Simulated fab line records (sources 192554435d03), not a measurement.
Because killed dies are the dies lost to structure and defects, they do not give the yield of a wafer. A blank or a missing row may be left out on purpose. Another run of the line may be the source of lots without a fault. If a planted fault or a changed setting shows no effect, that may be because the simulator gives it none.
Matching of chambers | flow n5-finfet | N5_BEOL_M10_STRIP_67 on rie-diel-04: 4 sister chambers
The step strips in CF4. 8 wafers are shown with their chamber, then 9 later ones without.

== WAFERS PAIRED WITH THEIR CHAMBERS ==
wafer  | chamber | drypump-motor-current-A (A) | throttle-valve-pct (%)
L079.1 | 3       | 4.9                         | 13.21
L079.2 | 0       | 5.9                         | 13.58
L079.6 | 1       | 5.4                         | 13.01
L082.5 | 3       | 5.0                         | 13.23
L082.6 | 2       | 5.7                         | 13.82
L090.3 | 2       | 5.7                         | 13.85
L090.4 | 0       | 5.9                         | 13.63
L090.6 | 1       | 5.4                         | 13.05

== WAFERS MISSING THEIR CHAMBER ==
wafer  | drypump-motor-current-A (A) | throttle-valve-pct (%)
L089.3 | 5.0                         | 13.28
L089.5 | 5.7                         | 13.86
L089.6 | 5.4                         | 13.07
L094.1 | 5.4                         | 13.10
L094.2 | 5.9                         | 13.63
L094.4 | 4.9                         | 13.30
L093.1 | 5.7                         | 13.87
L093.2 | 5.4                         | 13.09
L093.4 | 5.9                         | 13.64

== WHICH CHAMBER EACH ONE RAN IN ==
wafer  | from the rows above | in truth
L089.3 | 3                   | 3
L089.5 | 2                   | 2
L089.6 | 1                   | 1
L094.1 | 1                   | 1
L094.2 | 0                   | 0
L094.4 | 3                   | 3
L093.1 | 2                   | 2
L093.2 | 1                   | 1
L093.4 | 0                   | 0
Correct placement for 9 of the 9. Not placeable from these rows: 0. Number placed wrongly: 0.
How it was worked out, from the rows above alone: a wafer's distance from a chamber is the root of the sum, over the readings, of the square of ((its reading less the chamber's mean) divided by the reading's scatter). The wafer belongs to the nearest chamber; if the next one is less than 2 further off, it can't be placed. Each chamber's mean is taken over the wafers shown for it. The scatter: the root of (the sum of the squares of (reading less its chamber's mean) over the shown wafers, divided by (wafers less chambers)).
